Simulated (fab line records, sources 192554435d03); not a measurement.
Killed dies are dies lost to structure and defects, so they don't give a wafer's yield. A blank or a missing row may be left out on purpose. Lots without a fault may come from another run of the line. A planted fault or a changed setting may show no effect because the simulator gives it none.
Chamber matching | flow n5_finfet | N5_PMOS_HMC_CHANNEL_EPI_ETCH_38 on rie_si-05: 4 sister chambers
The step etches SiO2 in CF4, target depth 1.5 nm. 4 wafers are shown with their chamber, then 8 later ones without.

WAFERS WITH THEIR CHAMBER
wafer  | chamber | drypump_motor_current_A (A)
L085.4 | 2       | 6.1
L091.3 | 0       | 5.6
L092.6 | 3       | 5.7
L095.1 | 1       | 6.2

WAFERS WITHOUT THEIR CHAMBER
wafer  | drypump_motor_current_A (A)
L095.4 | 6.1
L095.6 | 5.7
L096.3 | 5.7
L096.4 | 5.6
L096.5 | 5.7
L097.3 | 6.2
L097.4 | 6.0
L097.6 | 6.2

WHICH CHAMBER EACH WENT THROUGH
wafer  | from the rows above | in truth
L095.4 | 2                   | 2
L095.6 | 3                   | 3
L096.3 | 3                   | 3
L096.4 | 0                   | 0
L096.5 | 3                   | 3
L097.3 | 1                   | 1
L097.4 | 2                   | 2
L097.6 | 1                   | 1
Placed correctly: 8 of 8. Can't be placed from these rows: 0. Placed wrongly: 0.
How it was worked out, from the rows above alone: a wafer's distance from a chamber is the root of the sum, over the readings, of the square of ((its reading less the chamber's mean) divided by the reading's scatter). The wafer belongs to the nearest chamber; if the next one is less than 2 further off, it can't be placed. A chamber's mean is the mean of its shown wafers. The scatter: with one shown wafer a chamber, the root of the mean of the squares of how far each hidden wafer lies from its nearest shown one.
